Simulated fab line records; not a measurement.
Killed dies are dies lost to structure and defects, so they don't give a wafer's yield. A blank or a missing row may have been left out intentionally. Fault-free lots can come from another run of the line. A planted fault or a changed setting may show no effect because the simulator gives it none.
Which of the tools did it? || flow n5Finfet || 24 lots, 72 wafers sampled, at 5 steps of a route of 1938

## WHAT THE GAUGES READ, wafer by wafer
N5_BEOL_M10_OCD_MEAS_38. Usual: 148.7 nm for trenchDepthNm, sd 2.8.
{"lot": "L075", "measured": "day 11 23:17", "on": "ocd-02", "trenchDepthNm (nm)": "151.0 149.5 145.9", "flag": ""}
{"lot": "L074", "measured": "day 12 02:56", "on": "ocd-02", "trenchDepthNm (nm)": "149.7 149.0 142.4", "flag": ""}
{"lot": "L076", "measured": "day 12 08:26", "on": "ocd-02", "trenchDepthNm (nm)": "150.7 154.0 146.6", "flag": ""}
{"lot": "L077", "measured": "day 12 23:38", "on": "ocd-02", "trenchDepthNm (nm)": "146.2 149.1 149.0", "flag": ""}
{"lot": "L078", "measured": "day 13 09:02", "on": "ocd-02", "trenchDepthNm (nm)": "150.4 143.3 150.0", "flag": ""}
{"lot": "L080", "measured": "day 13 09:19", "on": "ocd-01", "trenchDepthNm (nm)": "152.2 146.7 146.4", "flag": ""}
{"lot": "L079", "measured": "day 13 09:40", "on": "ocd-01", "trenchDepthNm (nm)": "148.6 151.9 150.7", "flag": ""}
{"lot": "L081", "measured": "day 13 15:47", "on": "ocd-01", "trenchDepthNm (nm)": "149.7 143.9 148.4", "flag": ""}
{"lot": "L083", "measured": "day 13 23:28", "on": "ocd-01", "trenchDepthNm (nm)": "147.8 152.4 152.3", "flag": ""}
{"lot": "L082", "measured": "day 14 10:53", "on": "ocd-02", "trenchDepthNm (nm)": "147.6 152.2 145.7", "flag": ""}
{"lot": "L086", "measured": "day 14 10:17", "on": "ocd-02", "trenchDepthNm (nm)": "144.0 149.0 143.8", "flag": ""}
{"lot": "L084", "measured": "day 14 16:32", "on": "ocd-02", "trenchDepthNm (nm)": "148.9 145.6 144.6", "flag": ""}
{"lot": "L087", "measured": "day 15 00:20", "on": "ocd-02", "trenchDepthNm (nm)": "149.9 149.5 149.0", "flag": ""}
{"lot": "L089", "measured": "day 14 23:52", "on": "ocd-01", "trenchDepthNm (nm)": "147.8 147.5 152.5", "flag": ""}
{"lot": "L088", "measured": "day 15 08:58", "on": "ocd-02", "trenchDepthNm (nm)": "153.1 148.3 152.0", "flag": ""}
{"lot": "L085", "measured": "day 15 09:31", "on": "ocd-01", "trenchDepthNm (nm)": "144.9 148.2 150.0", "flag": ""}
{"lot": "L091", "measured": "day 15 15:29", "on": "ocd-02", "trenchDepthNm (nm)": "148.2 149.8 147.1", "flag": ""}
{"lot": "L093", "measured": "day 15 20:53", "on": "ocd-02", "trenchDepthNm (nm)": "150.1 148.9 149.8", "flag": ""}
{"lot": "L096", "measured": "day 16 10:23", "on": "ocd-01", "trenchDepthNm (nm)": "142.8 148.3 149.2", "flag": ""}
{"lot": "L092", "measured": "day 16 21:01", "on": "ocd-01", "trenchDepthNm (nm)": "147.5 150.9 146.9", "flag": ""}
{"lot": "L094", "measured": "day 17 02:58", "on": "ocd-01", "trenchDepthNm (nm)": "143.5 150.1 150.7", "flag": ""}
{"lot": "L095", "measured": "day 17 09:46", "on": "ocd-02", "trenchDepthNm (nm)": "146.4 150.6 151.8", "flag": ""}
{"lot": "L090", "measured": "day 17 11:53", "on": "ocd-01", "trenchDepthNm (nm)": "149.2 148.7 148.7", "flag": ""}
{"lot": "L097", "measured": "day 18 11:50", "on": "ocd-01", "trenchDepthNm (nm)": "152.4 151.7 151.7", "flag": ""}

N5_BEOL_M10_THK_MEAS_53: measures by xrf. Usual: for M10_THK the level is 136 nm and the standard deviation is 3.
{"lot": "L075", "measured": "day 12 01:24", "on": "filmMetro-02", "M10_THK (nm)": "138 137 132", "flag": ""}
{"lot": "L074", "measured": "day 12 06:33", "on": "filmMetro-02", "M10_THK (nm)": "137 135 129", "flag": ""}
{"lot": "L076", "measured": "day 12 11:58", "on": "filmMetro-01", "M10_THK (nm)": "138 142 136", "flag": ""}
{"lot": "L077", "measured": "day 13 02:03", "on": "filmMetro-02", "M10_THK (nm)": "138 139 138", "flag": ""}
{"lot": "L078", "measured": "day 13 11:05", "on": "filmMetro-01", "M10_THK (nm)": "138 132 139", "flag": ""}
{"lot": "L080", "measured": "day 13 11:48", "on": "filmMetro-01", "M10_THK (nm)": "142 137 136", "flag": ""}
{"lot": "L079", "measured": "day 13 12:25", "on": "filmMetro-01", "M10_THK (nm)": "136 140 139", "flag": ""}
{"lot": "L081", "measured": "day 13 19:54", "on": "filmMetro-02", "M10_THK (nm)": "139 132 136", "flag": ""}
{"lot": "L083", "measured": "day 14 02:08", "on": "filmMetro-01", "M10_THK (nm)": "135 138 137", "flag": ""}
{"lot": "L082", "measured": "day 14 14:16", "on": "filmMetro-01", "M10_THK (nm)": "134 138 132", "flag": ""}
{"lot": "L086", "measured": "day 14 12:50", "on": "filmMetro-01", "M10_THK (nm)": "131 136 132", "flag": ""}
{"lot": "L084", "measured": "day 14 20:28", "on": "filmMetro-02", "M10_THK (nm)": "138 133 132", "flag": ""}
{"lot": "L087", "measured": "day 15 04:02", "on": "filmMetro-02", "M10_THK (nm)": "139 137 137", "flag": ""}
{"lot": "L089", "measured": "day 15 03:44", "on": "filmMetro-02", "M10_THK (nm)": "136 135 141", "flag": ""}
{"lot": "L088", "measured": "day 15 11:50", "on": "filmMetro-02", "M10_THK (nm)": "141 135 139", "flag": ""}
{"lot": "L085", "measured": "day 15 12:13", "on": "filmMetro-02", "M10_THK (nm)": "132 134 138", "flag": ""}
{"lot": "L091", "measured": "day 15 18:52", "on": "filmMetro-01", "M10_THK (nm)": "135 137 135", "flag": ""}
{"lot": "L093", "measured": "day 16 00:38", "on": "filmMetro-01", "M10_THK (nm)": "138 137 138", "flag": ""}
{"lot": "L096", "measured": "day 16 13:16", "on": "filmMetro-02", "M10_THK (nm)": "130 136 137", "flag": ""}
{"lot": "L092", "measured": "day 17 00:14", "on": "filmMetro-02", "M10_THK (nm)": "137 142 135", "flag": ""}
{"lot": "L094", "measured": "day 17 05:04", "on": "filmMetro-01", "M10_THK (nm)": "132 139 139", "flag": ""}
{"lot": "L095", "measured": "day 17 12:04", "on": "filmMetro-02", "M10_THK (nm)": "134 139 137", "flag": ""}
{"lot": "L090", "measured": "day 17 14:37", "on": "filmMetro-01", "M10_THK (nm)": "136 136 135", "flag": ""}
{"lot": "L097", "measured": "day 18 15:11", "on": "filmMetro-02", "M10_THK (nm)": "140 137 139", "flag": ""}

## WHAT TOOL EACH LOT RAN ON (gives the tool, then ch and the chambers of the sampled wafers, and finally the start)
{"lot": "L075", "N5_BEOL_M10_CURE_71": "uvCure-01 ch 0, day 11 17:38", "N5_BEOL_M10_SPUTTER_48": "pvdSputter-02, day 12 00:29", "N5_BEOL_M10_CMP_52": "cmp-01 ch 0,1,2, day 12 01:11"}
{"lot": "L074", "N5_BEOL_M10_CURE_71": "uvCure-01 ch 1, day 11 22:50", "N5_BEOL_M10_SPUTTER_48": "pvdSputter-03, day 12 05:44", "N5_BEOL_M10_CMP_52": "cmp-01 ch 0,2,3, day 12 06:20"}
{"lot": "L076", "N5_BEOL_M10_CURE_71": "uvCure-01 ch 1, day 12 02:27", "N5_BEOL_M10_SPUTTER_48": "pvdSputter-01, day 12 10:58", "N5_BEOL_M10_CMP_52": "cmp-02 ch 1,2,3, day 12 11:45"}
{"lot": "L077", "N5_BEOL_M10_CURE_71": "uvCure-01 ch 1, day 12 17:50", "N5_BEOL_M10_SPUTTER_48": "pvdSputter-02, day 13 01:04", "N5_BEOL_M10_CMP_52": "cmp-03 ch 1,2,3, day 13 01:50"}
{"lot": "L078", "N5_BEOL_M10_CURE_71": "uvCure-02 ch 0, day 13 02:29", "N5_BEOL_M10_SPUTTER_48": "pvdSputter-01, day 13 10:16", "N5_BEOL_M10_CMP_52": "cmp-02 ch 1,2, day 13 10:47"}
{"lot": "L080", "N5_BEOL_M10_CURE_71": "uvCure-01 ch 2, day 13 02:36", "N5_BEOL_M10_SPUTTER_48": "pvdSputter-01, day 13 10:54", "N5_BEOL_M10_CMP_52": "cmp-03 ch 2,3, day 13 11:30"}
{"lot": "L079", "N5_BEOL_M10_CURE_71": "uvCure-02 ch 0, day 13 04:55", "N5_BEOL_M10_SPUTTER_48": "pvdSputter-01, day 13 11:35", "N5_BEOL_M10_CMP_52": "cmp-02 ch 0,1,3, day 13 12:11"}
{"lot": "L081", "N5_BEOL_M10_CURE_71": "uvCure-02 ch 1, day 13 11:12", "N5_BEOL_M10_SPUTTER_48": "pvdSputter-02, day 13 18:55", "N5_BEOL_M10_CMP_52": "cmp-01 ch 1,2, day 13 19:39"}
{"lot": "L083", "N5_BEOL_M10_CURE_71": "uvCure-01 ch 0, day 13 20:37", "N5_BEOL_M10_SPUTTER_48": "pvdSputter-03, day 14 01:19", "N5_BEOL_M10_CMP_52": "cmp-03 ch 0,1,2, day 14 01:57"}
{"lot": "L082", "N5_BEOL_M10_CURE_71": "uvCure-03 ch 1, day 14 04:45", "N5_BEOL_M10_SPUTTER_48": "pvdSputter-03, day 14 13:27", "N5_BEOL_M10_CMP_52": "cmp-01 ch 2,3, day 14 13:58"}
{"lot": "L086", "N5_BEOL_M10_CURE_71": "uvCure-02 ch 0, day 14 04:56", "N5_BEOL_M10_SPUTTER_48": "pvdSputter-01, day 14 11:37", "N5_BEOL_M10_CMP_52": "cmp-03 ch 1,2,3, day 14 12:37"}
{"lot": "L084", "N5_BEOL_M10_CURE_71": "uvCure-01 ch 1, day 14 13:02", "N5_BEOL_M10_SPUTTER_48": "pvdSputter-02, day 14 19:39", "N5_BEOL_M10_CMP_52": "cmp-02 ch 0,2,3, day 14 20:11"}
{"lot": "L087", "N5_BEOL_M10_CURE_71": "uvCure-02 ch 0, day 14 15:56", "N5_BEOL_M10_SPUTTER_48": "pvdSputter-03, day 15 02:56", "N5_BEOL_M10_CMP_52": "cmp-02 ch 1,2, day 15 03:46"}
{"lot": "L089", "N5_BEOL_M10_CURE_71": "uvCure-01 ch 1, day 14 19:15", "N5_BEOL_M10_SPUTTER_48": "pvdSputter-01, day 15 02:47", "N5_BEOL_M10_CMP_52": "cmp-03 ch 1,2,3, day 15 03:27"}
{"lot": "L088", "N5_BEOL_M10_CURE_71": "uvCure-03 ch 0, day 15 04:29", "N5_BEOL_M10_SPUTTER_48": "pvdSputter-02, day 15 10:47", "N5_BEOL_M10_CMP_52": "cmp-03 ch 1,2, day 15 11:34"}
{"lot": "L085", "N5_BEOL_M10_CURE_71": "uvCure-03 ch 0, day 15 04:59", "N5_BEOL_M10_SPUTTER_48": "pvdSputter-01, day 15 11:04", "N5_BEOL_M10_CMP_52": "cmp-02 ch 0,2, day 15 11:58"}
{"lot": "L091", "N5_BEOL_M10_CURE_71": "uvCure-03 ch 2, day 15 10:10", "N5_BEOL_M10_SPUTTER_48": "pvdSputter-02, day 15 18:02", "N5_BEOL_M10_CMP_52": "cmp-01 ch 0,1,3, day 15 18:37"}
{"lot": "L093", "N5_BEOL_M10_CURE_71": "uvCure-02 ch 0, day 15 18:10", "N5_BEOL_M10_SPUTTER_48": "pvdSputter-01, day 15 23:49", "N5_BEOL_M10_CMP_52": "cmp-03 ch 0,1,2, day 16 00:23"}
{"lot": "L096", "N5_BEOL_M10_CURE_71": "uvCure-02 ch 2, day 16 05:49", "N5_BEOL_M10_SPUTTER_48": "pvdSputter-02, day 16 11:52", "N5_BEOL_M10_CMP_52": "cmp-02 ch 1,2, day 16 12:58"}
{"lot": "L092", "N5_BEOL_M10_CURE_71": "uvCure-02 ch 2, day 16 14:10", "N5_BEOL_M10_SPUTTER_48": "pvdSputter-03, day 16 22:59", "N5_BEOL_M10_CMP_52": "cmp-02 ch 0,2,3, day 16 23:59"}
{"lot": "L094", "N5_BEOL_M10_CURE_71": "uvCure-03 ch 0, day 16 21:53", "N5_BEOL_M10_SPUTTER_48": "pvdSputter-02, day 17 04:14", "N5_BEOL_M10_CMP_52": "cmp-03 ch 0,2,3, day 17 04:46"}
{"lot": "L095", "N5_BEOL_M10_CURE_71": "uvCure-01 ch 2, day 17 06:21", "N5_BEOL_M10_SPUTTER_48": "pvdSputter-01, day 17 11:14", "N5_BEOL_M10_CMP_52": "cmp-03 ch 0,1,3, day 17 11:50"}
{"lot": "L090", "N5_BEOL_M10_CURE_71": "uvCure-01 ch 2, day 17 07:50", "N5_BEOL_M10_SPUTTER_48": "pvdSputter-03, day 17 13:33", "N5_BEOL_M10_CMP_52": "cmp-03 ch 0,1,2, day 17 14:19"}
{"lot": "L097", "N5_BEOL_M10_CURE_71": "uvCure-01 ch 0, day 18 05:46", "N5_BEOL_M10_SPUTTER_48": "pvdSputter-02, day 18 13:58", "N5_BEOL_M10_CMP_52": "cmp-02 ch 0,2,3, day 18 14:58"}
- N5_BEOL_M10_CURE_71: cures SiCOH lowk, time 240 s.
- N5_BEOL_M10_SPUTTER_48: material Cu, target thk 12 nm, time 2 s.
- N5_BEOL_M10_CMP_52: polishes, stops on SiCOH lowk, t overpolish 7 s, target thk 140 nm.

## AS READ BY THE TOOLS THEMSELVES (means over the sampled wafers that have a number; for cases with no such wafer, the mark the record gives instead)
N5_BEOL_M10_CURE_71. Usual: lampPowerPct 52.31 %, standard deviation 0.05; wafer_temp_C_max 386.9, standard deviation 0.81.
{"lot": "L075", "tool": "uvCure-01", "lampPowerPct (%)": 52.32, "wafer_temp_C_max": 387.3, "flag": ""}
{"lot": "L074", "tool": "uvCure-01", "lampPowerPct (%)": 52.32, "wafer_temp_C_max": 388.0, "flag": ""}
{"lot": "L076", "tool": "uvCure-01", "lampPowerPct (%)": 52.31, "wafer_temp_C_max": 387.0, "flag": ""}
{"lot": "L077", "tool": "uvCure-01", "lampPowerPct (%)": 52.28, "wafer_temp_C_max": 387.6, "flag": ""}
{"lot": "L078", "tool": "uvCure-02", "lampPowerPct (%)": 52.29, "wafer_temp_C_max": 386.0, "flag": ""}
{"lot": "L080", "tool": "uvCure-01", "lampPowerPct (%)": 52.34, "wafer_temp_C_max": 385.8, "flag": ""}
{"lot": "L079", "tool": "uvCure-02", "lampPowerPct (%)": 52.27, "wafer_temp_C_max": 386.1, "flag": ""}
{"lot": "L081", "tool": "uvCure-02", "lampPowerPct (%)": 52.37, "wafer_temp_C_max": 387.6, "flag": ""}
{"lot": "L083", "tool": "uvCure-01", "lampPowerPct (%)": 52.34, "wafer_temp_C_max": 387.4, "flag": ""}
{"lot": "L082", "tool": "uvCure-03", "lampPowerPct (%)": 52.28, "wafer_temp_C_max": 388.4, "flag": ""}
{"lot": "L086", "tool": "uvCure-02", "lampPowerPct (%)": 52.31, "wafer_temp_C_max": 385.6, "flag": ""}
{"lot": "L084", "tool": "uvCure-01", "lampPowerPct (%)": 52.35, "wafer_temp_C_max": 387.4, "flag": ""}
{"lot": "L087", "tool": "uvCure-02", "lampPowerPct (%)": 52.31, "wafer_temp_C_max": 386.2, "flag": ""}
{"lot": "L089", "tool": "uvCure-01", "lampPowerPct (%)": 52.31, "wafer_temp_C_max": 387.3, "flag": ""}
{"lot": "L088", "tool": "uvCure-03", "lampPowerPct (%)": 52.32, "wafer_temp_C_max": 387.1, "flag": ""}
{"lot": "L085", "tool": "uvCure-03", "lampPowerPct (%)": 52.33, "wafer_temp_C_max": 387.0, "flag": ""}
{"lot": "L091", "tool": "uvCure-03", "lampPowerPct (%)": 52.27, "wafer_temp_C_max": 387.0, "flag": ""}
{"lot": "L093", "tool": "uvCure-02", "lampPowerPct (%)": 52.30, "wafer_temp_C_max": 386.1, "flag": ""}
{"lot": "L096", "tool": "uvCure-02", "lampPowerPct (%)": 52.30, "wafer_temp_C_max": 386.3, "flag": ""}
{"lot": "L092", "tool": "uvCure-02", "lampPowerPct (%)": 52.28, "wafer_temp_C_max": 386.4, "flag": ""}
{"lot": "L094", "tool": "uvCure-03", "lampPowerPct (%)": 52.26, "wafer_temp_C_max": 387.3, "flag": ""}
{"lot": "L095", "tool": "uvCure-01", "lampPowerPct (%)": 52.33, "wafer_temp_C_max": 386.3, "flag": ""}
{"lot": "L090", "tool": "uvCure-01", "lampPowerPct (%)": 52.30, "wafer_temp_C_max": 386.0, "flag": ""}
{"lot": "L097", "tool": "uvCure-01", "lampPowerPct (%)": 52.31, "wafer_temp_C_max": 387.5, "flag": ""}

N5_BEOL_M10_SPUTTER_48. Usual: susceptorTempC -20.01 C, standard deviation 0.1; throttleValvePct 29.6 %, standard deviation 1.5.
{"lot": "L075", "tool": "pvdSputter-02", "susceptorTempC (C)": -19.94, "throttleValvePct (%)": 27.7, "flag": ""}
{"lot": "L074", "tool": "pvdSputter-03", "susceptorTempC (C)": -20.03, "throttleValvePct (%)": 31.4, "flag": ""}
{"lot": "L076", "tool": "pvdSputter-01", "susceptorTempC (C)": -20.06, "throttleValvePct (%)": 28.9, "flag": ""}
{"lot": "L077", "tool": "pvdSputter-02", "susceptorTempC (C)": -20.12, "throttleValvePct (%)": 30.3, "flag": ""}
{"lot": "L078", "tool": "pvdSputter-01", "susceptorTempC (C)": -20.04, "throttleValvePct (%)": 29.7, "flag": ""}
{"lot": "L080", "tool": "pvdSputter-01", "susceptorTempC (C)": -20.04, "throttleValvePct (%)": 29.2, "flag": ""}
{"lot": "L079", "tool": "pvdSputter-01", "susceptorTempC (C)": -19.97, "throttleValvePct (%)": 29.1, "flag": ""}
{"lot": "L081", "tool": "pvdSputter-02", "susceptorTempC (C)": -19.98, "throttleValvePct (%)": 29.9, "flag": ""}
{"lot": "L083", "tool": "pvdSputter-03", "susceptorTempC (C)": -20.08, "throttleValvePct (%)": 29.8, "flag": ""}
{"lot": "L082", "tool": "pvdSputter-03", "susceptorTempC (C)": -19.96, "throttleValvePct (%)": 28.1, "flag": ""}
{"lot": "L086", "tool": "pvdSputter-01", "susceptorTempC (C)": -20.01, "throttleValvePct (%)": 29.2, "flag": ""}
{"lot": "L084", "tool": "pvdSputter-02", "susceptorTempC (C)": -20.02, "throttleValvePct (%)": 29.3, "flag": ""}
{"lot": "L087", "tool": "pvdSputter-03", "susceptorTempC (C)": -20.06, "throttleValvePct (%)": 30.6, "flag": ""}
{"lot": "L089", "tool": "pvdSputter-01", "susceptorTempC (C)": -19.98, "throttleValvePct (%)": 29.5, "flag": ""}
{"lot": "L088", "tool": "pvdSputter-02", "susceptorTempC (C)": -19.92, "throttleValvePct (%)": 30.4, "flag": ""}
{"lot": "L085", "tool": "pvdSputter-01", "susceptorTempC (C)": -20.00, "throttleValvePct (%)": 29.2, "flag": ""}
{"lot": "L091", "tool": "pvdSputter-02", "susceptorTempC (C)": -20.02, "throttleValvePct (%)": 29.9, "flag": ""}
{"lot": "L093", "tool": "pvdSputter-01", "susceptorTempC (C)": -19.84, "throttleValvePct (%)": 29.9, "flag": ""}
{"lot": "L096", "tool": "pvdSputter-02", "susceptorTempC (C)": -19.92, "throttleValvePct (%)": 31.3, "flag": ""}
{"lot": "L092", "tool": "pvdSputter-03", "susceptorTempC (C)": -19.97, "throttleValvePct (%)": 29.8, "flag": ""}
{"lot": "L094", "tool": "pvdSputter-02", "susceptorTempC (C)": -20.05, "throttleValvePct (%)": 29.2, "flag": ""}
{"lot": "L095", "tool": "pvdSputter-01", "susceptorTempC (C)": -20.01, "throttleValvePct (%)": 29.7, "flag": ""}
{"lot": "L090", "tool": "pvdSputter-03", "susceptorTempC (C)": -20.07, "throttleValvePct (%)": 28.4, "flag": ""}
{"lot": "L097", "tool": "pvdSputter-02", "susceptorTempC (C)": -19.97, "throttleValvePct (%)": 30.5, "flag": ""}

N5_BEOL_M10_CMP_52. Usual: barrierFieldEndpointS 29.0 s, standard deviation 0.66; motorCurrentA 6.1 A, standard deviation 0.57; overpolishRunS 7.000 s, standard deviation 0.009; slurryFilterDpKPa 13.49 kPa, standard deviation 0.14; timeToEndpointS 67.6 s, standard deviation 2.6.
{"lot": "L075", "tool": "cmp-01", "barrierFieldEndpointS (s)": 28.3, "motorCurrentA (A)": 6.6, "overpolishRunS (s)": 6.999, "slurryFilterDpKPa (kPa)": 13.49, "timeToEndpointS (s)": 66.6, "flag": ""}
{"lot": "L074", "tool": "cmp-01", "barrierFieldEndpointS (s)": 29.1, "motorCurrentA (A)": 6.3, "overpolishRunS (s)": 7.005, "slurryFilterDpKPa (kPa)": 13.54, "timeToEndpointS (s)": 65.3, "flag": ""}
{"lot": "L076", "tool": "cmp-02", "barrierFieldEndpointS (s)": 29.7, "motorCurrentA (A)": 5.7, "overpolishRunS (s)": 7.006, "slurryFilterDpKPa (kPa)": 13.50, "timeToEndpointS (s)": 68.7, "flag": ""}
{"lot": "L077", "tool": "cmp-03", "barrierFieldEndpointS (s)": 29.7, "motorCurrentA (A)": 6.2, "overpolishRunS (s)": 7.000, "slurryFilterDpKPa (kPa)": 13.51, "timeToEndpointS (s)": 68.3, "flag": ""}
{"lot": "L078", "tool": "cmp-02", "barrierFieldEndpointS (s)": 29.5, "motorCurrentA (A)": 5.5, "overpolishRunS (s)": 6.998, "slurryFilterDpKPa (kPa)": 13.56, "timeToEndpointS (s)": 69.3, "flag": ""}
{"lot": "L080", "tool": "cmp-03", "barrierFieldEndpointS (s)": 27.9, "motorCurrentA (A)": 6.8, "overpolishRunS (s)": 6.995, "slurryFilterDpKPa (kPa)": 13.54, "timeToEndpointS (s)": 67.2, "flag": ""}
{"lot": "L079", "tool": "cmp-02", "barrierFieldEndpointS (s)": 28.8, "motorCurrentA (A)": 5.6, "overpolishRunS (s)": 7.008, "slurryFilterDpKPa (kPa)": 13.56, "timeToEndpointS (s)": 68.3, "flag": ""}
{"lot": "L081", "tool": "cmp-01", "barrierFieldEndpointS (s)": 28.9, "motorCurrentA (A)": 6.4, "overpolishRunS (s)": 6.997, "slurryFilterDpKPa (kPa)": 13.44, "timeToEndpointS (s)": 65.9, "flag": ""}
{"lot": "L083", "tool": "cmp-03", "barrierFieldEndpointS (s)": 29.7, "motorCurrentA (A)": 6.2, "overpolishRunS (s)": 6.996, "slurryFilterDpKPa (kPa)": 13.57, "timeToEndpointS (s)": 67.5, "flag": ""}
{"lot": "L082", "tool": "cmp-01", "barrierFieldEndpointS (s)": 30.0, "motorCurrentA (A)": 5.8, "overpolishRunS (s)": 6.999, "slurryFilterDpKPa (kPa)": 13.48, "timeToEndpointS (s)": 72.0, "flag": ""}
{"lot": "L086", "tool": "cmp-03", "barrierFieldEndpointS (s)": 29.0, "motorCurrentA (A)": 6.5, "overpolishRunS (s)": 7.002, "slurryFilterDpKPa (kPa)": 13.45, "timeToEndpointS (s)": 69.2, "flag": ""}
{"lot": "L084", "tool": "cmp-02", "barrierFieldEndpointS (s)": 29.8, "motorCurrentA (A)": 6.0, "overpolishRunS (s)": 7.001, "slurryFilterDpKPa (kPa)": 13.49, "timeToEndpointS (s)": 69.3, "flag": ""}
{"lot": "L087", "tool": "cmp-02", "barrierFieldEndpointS (s)": 28.9, "motorCurrentA (A)": 5.6, "overpolishRunS (s)": 6.998, "slurryFilterDpKPa (kPa)": 13.52, "timeToEndpointS (s)": 66.8, "flag": ""}
{"lot": "L089", "tool": "cmp-03", "barrierFieldEndpointS (s)": 28.3, "motorCurrentA (A)": 6.4, "overpolishRunS (s)": 6.996, "slurryFilterDpKPa (kPa)": 13.48, "timeToEndpointS (s)": 62.6, "flag": ""}
{"lot": "L088", "tool": "cmp-03", "barrierFieldEndpointS (s)": 29.1, "motorCurrentA (A)": 6.3, "overpolishRunS (s)": 7.000, "slurryFilterDpKPa (kPa)": 13.47, "timeToEndpointS (s)": 67.0, "flag": ""}
{"lot": "L085", "tool": "cmp-02", "barrierFieldEndpointS (s)": 29.2, "motorCurrentA (A)": 6.0, "overpolishRunS (s)": 6.999, "slurryFilterDpKPa (kPa)": 13.63, "timeToEndpointS (s)": 69.2, "flag": ""}
{"lot": "L091", "tool": "cmp-01", "barrierFieldEndpointS (s)": 28.8, "motorCurrentA (A)": 6.3, "overpolishRunS (s)": 7.007, "slurryFilterDpKPa (kPa)": 13.37, "timeToEndpointS (s)": 64.4, "flag": ""}
{"lot": "L093", "tool": "cmp-03", "barrierFieldEndpointS (s)": 28.1, "motorCurrentA (A)": 6.2, "overpolishRunS (s)": 7.004, "slurryFilterDpKPa (kPa)": 13.51, "timeToEndpointS (s)": 64.9, "flag": ""}
{"lot": "L096", "tool": "cmp-02", "barrierFieldEndpointS (s)": 28.9, "motorCurrentA (A)": 5.6, "overpolishRunS (s)": 6.999, "slurryFilterDpKPa (kPa)": 13.37, "timeToEndpointS (s)": 65.0, "flag": ""}
{"lot": "L092", "tool": "cmp-02", "barrierFieldEndpointS (s)": 29.3, "motorCurrentA (A)": 6.0, "overpolishRunS (s)": 6.997, "slurryFilterDpKPa (kPa)": 13.45, "timeToEndpointS (s)": 68.2, "flag": ""}
{"lot": "L094", "tool": "cmp-03", "barrierFieldEndpointS (s)": 28.6, "motorCurrentA (A)": 6.6, "overpolishRunS (s)": 6.995, "slurryFilterDpKPa (kPa)": 13.48, "timeToEndpointS (s)": 67.9, "flag": ""}
{"lot": "L095", "tool": "cmp-03", "barrierFieldEndpointS (s)": 29.0, "motorCurrentA (A)": 5.8, "overpolishRunS (s)": 6.987, "slurryFilterDpKPa (kPa)": 13.39, "timeToEndpointS (s)": 66.4, "flag": ""}
{"lot": "L090", "tool": "cmp-03", "barrierFieldEndpointS (s)": 29.1, "motorCurrentA (A)": 6.0, "overpolishRunS (s)": 7.002, "slurryFilterDpKPa (kPa)": 13.48, "timeToEndpointS (s)": 69.0, "flag": ""}
{"lot": "L097", "tool": "cmp-02", "barrierFieldEndpointS (s)": 28.9, "motorCurrentA (A)": 5.9, "overpolishRunS (s)": 7.012, "slurryFilterDpKPa (kPa)": 13.39, "timeToEndpointS (s)": 70.8, "flag": ""}

## THE ANSWER, worked out from the rows above alone
Rule: lot off if the mean of its wafers having a number is beyond 3 standard deviations from the usual mean. A lot without any number at a reading at which 4 lots or more have one is off too. All remaining lots with rows at the step are treated as sound. First the gauges in route order, then the tools' own readings, where a lot's mean is used as printed above. The first step at which some lot is off is used, and at that step the reading that is off furthest; a lot without a number counts as furthest.
Nothing can be told from this: no lot is off at any reading shown.

## WHAT THE SIMULATOR HAD PUT IN
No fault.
